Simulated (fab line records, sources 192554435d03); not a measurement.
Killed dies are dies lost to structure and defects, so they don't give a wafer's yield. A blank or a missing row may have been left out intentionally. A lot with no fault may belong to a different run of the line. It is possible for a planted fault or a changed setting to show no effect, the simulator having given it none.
fab line records ; flow n5-finfet ; part 2 of 2: steps 41 to 41 of 41
[record] lots = 5; wafers = 14; last-day = 17
route steps=1938 shown BEOL_M4@1099 BEOL_M5@1112 BEOL_M6@1214 PASSIVATION@1936
lots untouched by any fault: they come from a run of this same line in which no faults occurred
start-h: start of the lot's first displayed wafer, in hours after the record's first day ; wait-h: hours elapsed since this lot's preceding step ; " repeats the value in the row above ; L1.1+2: one row covering several wafers at once ; - no value, or no start was given ; * or withheld: withheld ; < > ~ a bound
route shown NAME@n: a module of which the file shows steps, and the number in the route of the first ; usual: mean and standard deviation over wafers with no fault ; same: alike in all rows ; chamber/n: place in a boat ; sites: the reading at each site ; _std_site: the standard deviation of these ; _edge_site: mean of outer sites minus mean of inner sites ; radius-mm: for every site, how far away it sits from the centre of the wafer ; mask NAME#n: copy n ; behind: the most recent tool/chamber to have shaped the wafer ; hold: the reason the lot was held/the length of the hold in hours/how it ended ; device: the transistor (n, p or np) that didn't switch ; end of line: tests of these same wafers at the route's end ; a step with no rows: only its recipe ; killed: dies lost to structure and defects at the first sort, not the wafer's yield ; map: per-die view of a wafer (x killed, . not killed, _ where there is no die)
set.NAME: the run value of the setting; set.NAME@STEP: its run value at that earlier step ; model.NAME: the simulator's own value behind a step, which no gauge read
lots at some steps of the route; a table a step, a row a wafer
services: from which hour (start-h, from the record's first day; less than 0 if before it) a tool's chamber was out of use, for how many hours, and why
[[steps]]
[step N5_PASSIVATION_PROBE_49]
[usual] defect-limited-yield = 91.3/1.3; killed_at_M0_to_M3 = 36/12; killed_at_M4_up = 13/4.6; killed-at-contacts = 13/5.4; killed-at-front-end = 37/10; killed-at-other = 3.6/2.9; killed-dies = 102/15; killed-on-rim = 13/4; killed-open = 67/12; killed-short = 33/7.5; sort_bin_5_function = 5.1/0.93; sort_bin_6_memory = 3.2/0.62; sort-n-pass = 1078/15; sort-yield-pct = 91.3/1.3
[same] gross-dies = 1180; killed-at-back-side = 0; sort_bin_4_leakage[%] = 0; sort_bin_8_speed[%] = 0
lot.wafer;tool;chamber;start-h;wait-h;defect-limited-yield[%];killed_at_M0_to_M3;killed_at_M4_up;killed-at-contacts;killed-at-front-end;killed-at-other;killed-dies;killed-on-rim;killed-open;killed-short;sort_bin_5_function[%];sort_bin_6_memory[%];sort-n-pass;sort-yield-pct[%]
L912.1;prober-01;-;302.86;0.0;89.9;33;11;15;47;13;119;17;82;37;6.4;3.3;1061;89.9
L912.3;prober-01;-;302.96;0.1;91.2;22;10;8;60;4;104;14;73;30;5.2;3.3;1076;91.2
L912.6;prober-01;-;303.11;0.3;90.8;27;14;9;54;5;109;16;80;28;5.3;3.7;1071;90.8
L919.1;prober-02;-;354.40;0.0;0;36;1087;7;50;0;1180;152;75;34;96.4;3.2;0;0
L919.4;prober-02;-;354.55;0.2;0;27;1099;9;39;6;1180;152;59;39;96.4;3.0;0;0
L919.5;prober-02;-;354.60;0.2;0;15;1113;11;38;3;1180;152;60;25;97.0;2.9;0;0
L921.1;prober-01;-;356.13;0.0;0;20;1115;14;30;1;1180;152;54;24;97.9;2.0;0;0
L921.2;prober-01;-;356.18;0.1;0;38;1102;14;21;5;1180;152;57;32;96.6;3.1;0;0
L921.5;prober-01;-;356.33;0.2;0;32;1110;13;25;0;1180;152;52;29;97.0;2.8;0;0
L920.2;prober-02;-;360.50;0.1;0;43;1076;8;46;7;1180;152;84;31;96.5;3.2;0;0
L920.5;prober-02;-;360.65;0.2;0;38;1081;11;44;6;1180;152;68;40;96.4;3.3;0;0
L920.6;prober-02;-;360.70;0.3;0;38;1084;4;48;6;1180;152;80;41;95.3;4.3;0;0
L927.3;prober-01;-;400.32;0.1;90.9;38;5;29;32;3;107;15;74;31;5.5;3.1;1073;90.9
L927.4;prober-01;-;400.37;0.2;90.3;47;7;17;42;1;114;12;75;39;6.1;3.4;1066;90.3
// killed by level:class
L912.1 MOL_CONTACT_COAG:geometric-particle:open=12 STI_FIN_REVEAL:geometric-particle:open=11 FIN_SAQP:geometric-particle:open=9 BEOL_M1:geometric-particle:open=8 BEOL_M3:geometric-particle:open=7 GATE_CUT:geometric-particle:short=6 BEOL_M0:geometric-particle:open=6 FIN_SAQP:geometric-particle:short=5
L912.3 STI_FIN_REVEAL:geometric-particle:open=20 BEOL_M1:geometric-particle:open=8 STI_FIN_REVEAL:geometric-particle:short=6 MOL_CONTACT_COAG:geometric-particle:open=6 FIN_SAQP:geometric-particle:open=5 FIN_SAQP:geometric-particle:short=5 BEOL_M4:geometric-particle:open=4 SPACER0:geometric-particle:open=4
L912.6 STI_FIN_REVEAL:geometric-particle:open=25 BEOL_M3:geometric-particle:open=9 BEOL_M4:geometric-particle:open=9 MOL_CONTACT_COAG:geometric-particle:open=7 FIN_SAQP:geometric-particle:open=6 FIN_SAQP:geometric-particle:short=5 STI_FIN_REVEAL:geometric-particle:short=5 BEOL_M0_SAQP:geometric-particle:open=4
L919.1 BEOL_M6:area-etch=1071 STI_FIN_REVEAL:geometric-particle:open=14 BEOL_M0_SAQP:geometric-particle:open=11 FIN_SAQP:geometric-particle:short=9 BEOL_M2:geometric-particle:open=8 FIN_SAQP:geometric-particle:open=7 MOL_CONTACT_COAG:geometric-particle:open=7 BEOL_M0_SAQP:geometric-particle:short=7
L919.4 BEOL_M6:area-etch=1082 STI_FIN_REVEAL:geometric-particle:open=10 MOL_CONTACT_COAG:geometric-particle:open=8 BEOL_M4:geometric-particle:open=7 BEOL_M1:geometric-particle:open=6 BEOL_M2:geometric-particle:short=6 FIN_SAQP:geometric-particle:short=5 GATE_CUT:geometric-particle:short=5
L919.5 BEOL_M6:area-etch=1094 FIN_SAQP:geometric-particle:short=12 MOL_CONTACT_COAG:geometric-particle:open=11 BEOL_M4:geometric-particle:open=11 BEOL_M1:geometric-particle:open=8 STI_FIN_REVEAL:geometric-particle:open=6 FIN_SAQP:geometric-particle:open=5 GATE_CUT:geometric-particle:open=3
L921.1 BEOL_M6:area-etch=1101 MOL_CONTACT_COAG:geometric-particle:open=11 STI_FIN_REVEAL:geometric-particle:open=10 BEOL_M2:geometric-particle:open=10 FIN_SAQP:geometric-particle:short=8 BEOL_M8:geometric-particle:open=6 MOL_CONTACT_COAG:geometric-particle:short=3 STARTING-WAFER:geometric-particle:open=3
L921.2 BEOL_M6:area-etch=1089 MOL_CONTACT_COAG:geometric-particle:open=11 BEOL_M0_SAQP:geometric-particle:open=8 BEOL_M0_SAQP:geometric-particle:short=8 BEOL_M2:geometric-particle:open=8 FIN_SAQP:geometric-particle:short=7 BEOL_M1:geometric-particle:open=5 BEOL_M4:geometric-particle:open=5
L921.5 BEOL_M6:area-etch=1096 FIN_SAQP:geometric-particle:short=10 MOL_CONTACT_COAG:geometric-particle:open=10 BEOL_M0_SAQP:geometric-particle:short=9 BEOL_M0_SAQP:geometric-particle:open=8 BEOL_M2:geometric-particle:open=7 BEOL_M0:geometric-particle:open=4 BEOL_M8:geometric-particle:open=4
L920.2 BEOL_M6:area-etch=1064 BEOL_M3:geometric-particle:open=16 FIN_SAQP:geometric-particle:open=14 STI_FIN_REVEAL:geometric-particle:open=10 FIN_SAQP:geometric-particle:short=9 BEOL_M0_SAQP:geometric-particle:open=9 MOL_CONTACT_COAG:geometric-particle:open=7 BEOL_M2:geometric-particle:open=5
L920.5 BEOL_M6:area-etch=1072 STI_FIN_REVEAL:geometric-particle:open=19 BEOL_M0_SAQP:geometric-particle:open=11 BEOL_M0_SAQP:geometric-particle:short=10 FIN_SAQP:geometric-particle:open=9 MOL_CONTACT_COAG:geometric-particle:open=8 BEOL_M3:geometric-particle:open=8 FIN_SAQP:geometric-particle:short=7
L920.6 BEOL_M6:area-etch=1059 BEOL_M3:geometric-particle:open=13 FIN_SAQP:geometric-particle:open=12 BEOL_M4:geometric-particle:open=10 BEOL_M0_SAQP:geometric-particle:short=9 FIN_SAQP:geometric-particle:short=8 DUMMY_GATE:geometric-particle:open=6 BEOL_M1:geometric-particle:open=6
L927.3 MOL_CONTACT_COAG:geometric-particle:open=22 BEOL_M0_SAQP:geometric-particle:open=16 FIN_SAQP:geometric-particle:open=10 BEOL_M0_SAQP:geometric-particle:short=7 MOL_CONTACT_COAG:geometric-particle:short=7 FIN_SAQP:geometric-particle:short=5 BEOL_M3:geometric-particle:open=5 GATE_CUT:geometric-particle:short=4
L927.4 BEOL_M0_SAQP:geometric-particle:short=14 MOL_CONTACT_COAG:geometric-particle:open=13 BEOL_M0_SAQP:geometric-particle:open=13 FIN_SAQP:geometric-particle:open=11 FIN_SAQP:geometric-particle:short=8 BEOL_M1:geometric-particle:open=7 BEOL_M3:geometric-particle:open=7 MOL_CONTACT_COAG:geometric-particle:short=4
// map L919.1 (x killed, . not)
_________________xxxxxxxxxxxx________________
______________xxxxxxxxxxxxxxxxxx_____________
___________xxxxxxxxxxxxxxxxxxxxxxxx__________
__________xxxxxxxxxxxxxxxxxxxxxxxxxx_________
________xxxxxxxxxxxxxxxxxxxxxxxxxxxxxx_______
_______xxxxxxxxxxxxxxxxxxxxxxxxxxxxxxxx______
______xxxxxxxxxxxxxxxxxxxxxxxxxxxxxxxxxx_____
_____xxxxxxxxxxxxxxxxxxxxxxxxxxxxxxxxxxxx____
____xxxxxxxxxxxxxxxxxxxxxxxxxxxxxxxxxxxxxx___
___xxxxxxxxxxxxxxxxxxxxxxxxxxxxxxxxxxxxxxxx__
___xxxxxxxxxxxxxxxxxxxxxxxxxxxxxxxxxxxxxxxx__
__xxxxxxxxxxxxxxxxxxxxxxxxxxxxxxxxxxxxxxxxxx_
__xxxxxxxxxxxxxxxxxxxxxxxxxxxxxxxxxxxxxxxxxx_
_xxxxxxxxxxxxxxxxxxxxxxxxxxxxxxxxxxxxxxxxxxxx
_xxxxxxxxxxxxxxxxxxxxxxxxxxxxxxxxxxxxxxxxxxxx
_xxxxxxxxxxxxxxxxxxxxxxxxxxxxxxxxxxxxxxxxxxxx
_xxxxxxxxxxxxxxxxxxxxxxxxxxxxxxxxxxxxxxxxxxxx
_xxxxxxxxxxxxxxxxxxxxxxxxxxxxxxxxxxxxxxxxxxxx
_xxxxxxxxxxxxxxxxxxxxxxxxxxxxxxxxxxxxxxxxxxxx
_xxxxxxxxxxxxxxxxxxxxxxxxxxxxxxxxxxxxxxxxxxxx
_xxxxxxxxxxxxxxxxxxxxxxxxxxxxxxxxxxxxxxxxxxxx
__xxxxxxxxxxxxxxxxxxxxxxxxxxxxxxxxxxxxxxxxxx_
__xxxxxxxxxxxxxxxxxxxxxxxxxxxxxxxxxxxxxxxxxx_
___xxxxxxxxxxxxxxxxxxxxxxxxxxxxxxxxxxxxxxxx__
___xxxxxxxxxxxxxxxxxxxxxxxxxxxxxxxxxxxxxxxx__
____xxxxxxxxxxxxxxxxxxxxxxxxxxxxxxxxxxxxxx___
_____xxxxxxxxxxxxxxxxxxxxxxxxxxxxxxxxxxxx____
______xxxxxxxxxxxxxxxxxxxxxxxxxxxxxxxxxx_____
_______xxxxxxxxxxxxxxxxxxxxxxxxxxxxxxxx______
________xxxxxxxxxxxxxxxxxxxxxxxxxxxxxx_______
__________xxxxxxxxxxxxxxxxxxxxxxxxxx_________
___________xxxxxxxxxxxxxxxxxxxxxxxx__________
______________xxxxxxxxxxxxxxxxxx_____________
_________________xxxxxxxxxxxx________________
// map L920.2 (x killed, . not)
_________________xxxxxxxxxxxx________________
______________xxxxxxxxxxxxxxxxxx_____________
___________xxxxxxxxxxxxxxxxxxxxxxxx__________
__________xxxxxxxxxxxxxxxxxxxxxxxxxx_________
________xxxxxxxxxxxxxxxxxxxxxxxxxxxxxx_______
_______xxxxxxxxxxxxxxxxxxxxxxxxxxxxxxxx______
______xxxxxxxxxxxxxxxxxxxxxxxxxxxxxxxxxx_____
_____xxxxxxxxxxxxxxxxxxxxxxxxxxxxxxxxxxxx____
____xxxxxxxxxxxxxxxxxxxxxxxxxxxxxxxxxxxxxx___
___xxxxxxxxxxxxxxxxxxxxxxxxxxxxxxxxxxxxxxxx__
___xxxxxxxxxxxxxxxxxxxxxxxxxxxxxxxxxxxxxxxx__
__xxxxxxxxxxxxxxxxxxxxxxxxxxxxxxxxxxxxxxxxxx_
__xxxxxxxxxxxxxxxxxxxxxxxxxxxxxxxxxxxxxxxxxx_
_xxxxxxxxxxxxxxxxxxxxxxxxxxxxxxxxxxxxxxxxxxxx
_xxxxxxxxxxxxxxxxxxxxxxxxxxxxxxxxxxxxxxxxxxxx
_xxxxxxxxxxxxxxxxxxxxxxxxxxxxxxxxxxxxxxxxxxxx
_xxxxxxxxxxxxxxxxxxxxxxxxxxxxxxxxxxxxxxxxxxxx
_xxxxxxxxxxxxxxxxxxxxxxxxxxxxxxxxxxxxxxxxxxxx
_xxxxxxxxxxxxxxxxxxxxxxxxxxxxxxxxxxxxxxxxxxxx
_xxxxxxxxxxxxxxxxxxxxxxxxxxxxxxxxxxxxxxxxxxxx
_xxxxxxxxxxxxxxxxxxxxxxxxxxxxxxxxxxxxxxxxxxxx
__xxxxxxxxxxxxxxxxxxxxxxxxxxxxxxxxxxxxxxxxxx_
__xxxxxxxxxxxxxxxxxxxxxxxxxxxxxxxxxxxxxxxxxx_
___xxxxxxxxxxxxxxxxxxxxxxxxxxxxxxxxxxxxxxxx__
___xxxxxxxxxxxxxxxxxxxxxxxxxxxxxxxxxxxxxxxx__
____xxxxxxxxxxxxxxxxxxxxxxxxxxxxxxxxxxxxxx___
_____xxxxxxxxxxxxxxxxxxxxxxxxxxxxxxxxxxxx____
______xxxxxxxxxxxxxxxxxxxxxxxxxxxxxxxxxx_____
_______xxxxxxxxxxxxxxxxxxxxxxxxxxxxxxxx______
________xxxxxxxxxxxxxxxxxxxxxxxxxxxxxx_______
__________xxxxxxxxxxxxxxxxxxxxxxxxxx_________
___________xxxxxxxxxxxxxxxxxxxxxxxx__________
______________xxxxxxxxxxxxxxxxxx_____________
_________________xxxxxxxxxxxx________________
[[services]]
tool;chamber;start-h;hours;kind
rie-diel-03;3;201.09;8.5;repair
rie-diel-01;1;205.35;2.7;repair
rie-diel-01;3;237.65;3.0;repair
rie-diel-01;2;253.64;4.9;repair
[[key]]
[first-sign] step = N5_BEOL_M6_STRIP_67; reading = tool-record; direction = missing
[effect] step = N5_BEOL_M6_ETCH_66; reading = oes-product-au; direction = up; sigmas = 3.4; usual = 0.61; struck = 0.81
[effect] step = N5_BEOL_M6_VIA_ETCH_34; reading = oes-product-au; direction = down; sigmas = 6.1; usual = 0.80; struck = 0.30
[effect] step = N5_BEOL_M6_OCD_MEAS_38; reading = trench-depth-nm; direction = missing
[effect] step = N5_PASSIVATION_PROBE_49; reading = killed_at_M4_up; direction = up; sigmas = 99+; usual = 13; struck = 1096
[model-effect] step = N5_BEOL_M6_STRIP_67; value = SiARC_of_BEOL_M6_COAT_60.thk-nm; without = 0; struck = 28.13
[model-effect] step = N5_BEOL_M6_STRIP_19; value = SOC_of_BEOL_M6_COAT_59.thk-nm; without = 0; struck = 92.27
[model-effect] step = N5_BEOL_M6_ETCH_66; value = etch.depth-nm; without = 60.06; struck = 95.99
[model-effect] step = N5_BEOL_M6_ETCH_41; value = SiARC_of_BEOL_M6_COAT_60.thk-nm; without = 0; struck = 18.09
[more-kills-born-at] N5_BEOL_M6_ETCH_66@rie-diel-02 = 6481; N5_BEOL_M6_ETCH_66@rie-diel-01 = 3247
met-at N5_BEOL_M6_STRIP_67
struck-wafers L919.1,L919.4,L919.5,L920.2,L920.5,L920.6,L921.1,L921.2,L921.5
later-rows-left-out L919.1,L919.4,L919.5,L920.2,L920.5,L920.6,L921.1,L921.2,L921.5
onset-between 209.31 264.29
[fault] kind = skipped-step-whole; tool = rie-diel-01,rie-diel-02,rie-diel-03; chamber = -; onset-h = 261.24; steps = N5_BEOL_M6_STRIP_67; scope = struck-lots-only
// later-rows-left-out: the simulator's readings of these wafers behind a module that went badly wrong aren't trusted and aren't shown, but for the sort
